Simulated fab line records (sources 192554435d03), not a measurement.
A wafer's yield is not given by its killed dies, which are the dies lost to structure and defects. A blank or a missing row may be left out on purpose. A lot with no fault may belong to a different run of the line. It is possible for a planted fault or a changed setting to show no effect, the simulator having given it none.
Chamber matching || flow n5Finfet || 4 sister chambers for N5_FIN_SAQP_ALD_61 on aldSin-01
The step deposits SiO2, target thk 4 nm, pulse time 1 s, purge time 2 s. 4 wafers are shown with their chamber, then 10 later ones without.

== WAFERS PAIRED WITH THEIR CHAMBERS ==
{"wafer": "L087.3", "chamber": 0, "heaterPowerW (W)": 491}
{"wafer": "L087.5", "chamber": 2, "heaterPowerW (W)": 453}
{"wafer": "L090.3", "chamber": 1, "heaterPowerW (W)": 452}
{"wafer": "L090.4", "chamber": 3, "heaterPowerW (W)": 447}

== WAFERS MISSING THEIR CHAMBER ==
{"wafer": "L090.5", "heaterPowerW (W)": 447}
{"wafer": "L092.1", "heaterPowerW (W)": 452}
{"wafer": "L092.2", "heaterPowerW (W)": 463}
{"wafer": "L092.3", "heaterPowerW (W)": 445}
{"wafer": "L093.2", "heaterPowerW (W)": 455}
{"wafer": "L093.4", "heaterPowerW (W)": 447}
{"wafer": "L093.6", "heaterPowerW (W)": 443}
{"wafer": "L097.3", "heaterPowerW (W)": 440}
{"wafer": "L097.5", "heaterPowerW (W)": 462}
{"wafer": "L097.6", "heaterPowerW (W)": 443}

== EACH ONE'S CHAMBER ==
{"wafer": "L090.5", "from the rows above": "can't be placed: 3 or 1 or 2", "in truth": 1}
{"wafer": "L092.1", "from the rows above": "can't be placed: 1 or 2 or 3", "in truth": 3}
{"wafer": "L092.2", "from the rows above": "can't be placed: 2 or 1 or 3", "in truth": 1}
{"wafer": "L092.3", "from the rows above": "can't be placed: 3 or 1 or 2", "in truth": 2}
{"wafer": "L093.2", "from the rows above": "can't be placed: 2 or 1 or 3", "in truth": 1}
{"wafer": "L093.4", "from the rows above": "can't be placed: 3 or 1 or 2", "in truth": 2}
{"wafer": "L093.6", "from the rows above": "can't be placed: 3 or 1 or 2", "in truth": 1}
{"wafer": "L097.3", "from the rows above": "can't be placed: 3 or 1 or 2", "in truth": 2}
{"wafer": "L097.5", "from the rows above": "can't be placed: 2 or 1 or 3", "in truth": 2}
{"wafer": "L097.6", "from the rows above": "can't be placed: 3 or 1 or 2", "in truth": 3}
Placed correctly: 0 of 10. Not placeable from these rows: 10 (in 10, the candidates include the true chamber). 0 placed wrongly.
How it was worked out, from the rows above alone: a wafer's distance from a chamber is the root of the sum, over the readings, of the square of ((its reading less the chamber's mean) divided by the reading's scatter). The wafer belongs to the nearest chamber; if the next one is less than 2 further off, it can't be placed. The mean given for a chamber averages the wafers shown for that chamber. The scatter: root of mean squared gap, hidden wafer to nearest shown wafer, with one shown wafer a chamber.
